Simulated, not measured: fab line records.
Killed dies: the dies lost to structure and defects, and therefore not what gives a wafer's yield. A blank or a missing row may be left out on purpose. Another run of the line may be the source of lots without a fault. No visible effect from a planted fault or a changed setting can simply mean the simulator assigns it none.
Chamber matching -- flow n5_finfet -- N5_BEOL_M4_ETCH_64 on rie_diel-02 has 4 sister chambers
The step etches SOC in N2/H2, target depth 75 nm, overetch 22.5 nm, time 121.9 s. 8 wafers are shown with their chamber, then 12 later ones without.

== EACH WAFER AND ITS CHAMBER ==
wafer,chamber,drypump_motor_current_A (A),showerhead_plenum_p_Torr (Torr)
L080.1,0,6.4,2.45
L085.5,3,5.5,2.60
L089.3,2,5.9,2.63
L089.5,2,5.9,2.63
L089.6,3,5.5,2.59
L090.1,1,6.1,2.50
L090.5,1,6.1,2.50
L090.6,0,6.3,2.45

== WAFERS MISSING THEIR CHAMBER ==
wafer,drypump_motor_current_A (A),showerhead_plenum_p_Torr (Torr)
L087.2,5.9,2.63
L087.3,5.5,2.59
L087.5,6.0,2.50
L093.1,5.9,2.62
L093.3,6.4,2.44
L093.5,5.5,2.59
L095.3,5.5,2.59
L095.4,6.4,2.44
L095.6,5.9,2.62
L097.3,6.3,2.44
L097.5,6.1,2.50
L097.6,5.9,2.62

== EACH ONE'S CHAMBER ==
wafer,from the rows above,in truth
L087.2,2,2
L087.3,3,3
L087.5,1,1
L093.1,2,2
L093.3,0,0
L093.5,3,3
L095.3,3,3
L095.4,0,0
L095.6,2,2
L097.3,0,0
L097.5,1,1
L097.6,2,2
Correct placement for 12 of the 12. Left unplaced by these rows: 0. 0 placed wrongly.
How it was worked out, from the rows above alone: a wafer's distance from a chamber is the root of the sum, over the readings, of the square of ((its reading less the chamber's mean) divided by the reading's scatter). If the next closest chamber is less than 2 further off than the closest, the wafer can't be placed; otherwise it belongs to the closest. Each chamber's mean is taken over the wafers shown for it. The scatter: take each reading less its chamber's mean, square it, sum over the shown wafers, divide by the number of wafers less the number of chambers, and take the root.
